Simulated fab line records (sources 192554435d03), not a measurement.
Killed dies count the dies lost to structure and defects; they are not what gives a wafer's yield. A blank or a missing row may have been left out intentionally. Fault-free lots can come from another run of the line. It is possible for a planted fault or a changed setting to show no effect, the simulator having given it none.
Matching of chambers | flow n5-finfet | 3 sister chambers for N5_BEOL_M6_CURE_75 on uv-cure-02
The step cures SiCOH lowk, time 120 s. 6 wafers are shown with their chamber, then 12 later ones without.

== WAFERS, EACH WITH ITS CHAMBER ==
wafer  | chamber | wafer_temp_C_max | lamp-power-pct (%)
L080.5 | 1       | 372.1            | 52.33
L080.6 | 1       | 372.0            | 52.24
L092.4 | 2       | 372.2            | 52.33
L092.6 | 2       | 372.2            | 52.32
L090.3 | 0       | 371.4            | 52.45
L090.4 | 0       | 371.2            | 52.34

== WAFERS MISSING THEIR CHAMBER ==
wafer  | wafer_temp_C_max | lamp-power-pct (%)
L093.1 | 372.4            | 52.44
L093.2 | 371.9            | 52.31
L093.4 | 372.1            | 52.23
L095.1 | 371.1            | 52.37
L095.2 | 371.9            | 52.26
L095.4 | 372.2            | 52.28
L095.3 | 371.6            | 52.29
L095.5 | 372.3            | 52.23
L095.6 | 371.9            | 52.37
L097.2 | 371.8            | 52.31
L097.3 | 371.9            | 52.33
L097.5 | 372.0            | 52.25

== WHICH CHAMBER EACH ONE RAN IN ==
wafer  | from the rows above     | in truth
L093.1 | can't be placed: 2 or 1 | 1
L093.2 | can't be placed: 1 or 2 | 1
L093.4 | can't be placed: 1 or 2 | 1
L095.1 | 0                       | 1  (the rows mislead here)
L095.2 | can't be placed: 1 or 2 | 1
L095.4 | can't be placed: 2 or 1 | 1
L095.3 | can't be placed: 0 or 1 | 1
L095.5 | can't be placed: 2 or 1 | 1
L095.6 | can't be placed: 1 or 2 | 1
L097.2 | can't be placed: 1 or 2 | 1
L097.3 | can't be placed: 1 or 2 | 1
L097.5 | can't be placed: 1 or 2 | 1
Placed correctly: 0 of 12. These rows do not allow placing 11 (true chamber among the candidates in 11). Number placed wrongly: 1.
How it was worked out, from the rows above alone: a wafer's distance from a chamber is the root of the sum, over the readings, of the square of ((its reading less the chamber's mean) divided by the reading's scatter). If the next closest chamber is less than 2 further off than the closest, the wafer can't be placed; otherwise it belongs to the closest. Each chamber's mean is taken over the wafers shown for it. The scatter: take each reading less its chamber's mean, square it, sum over the shown wafers, divide by the number of wafers less the number of chambers, and take the root.
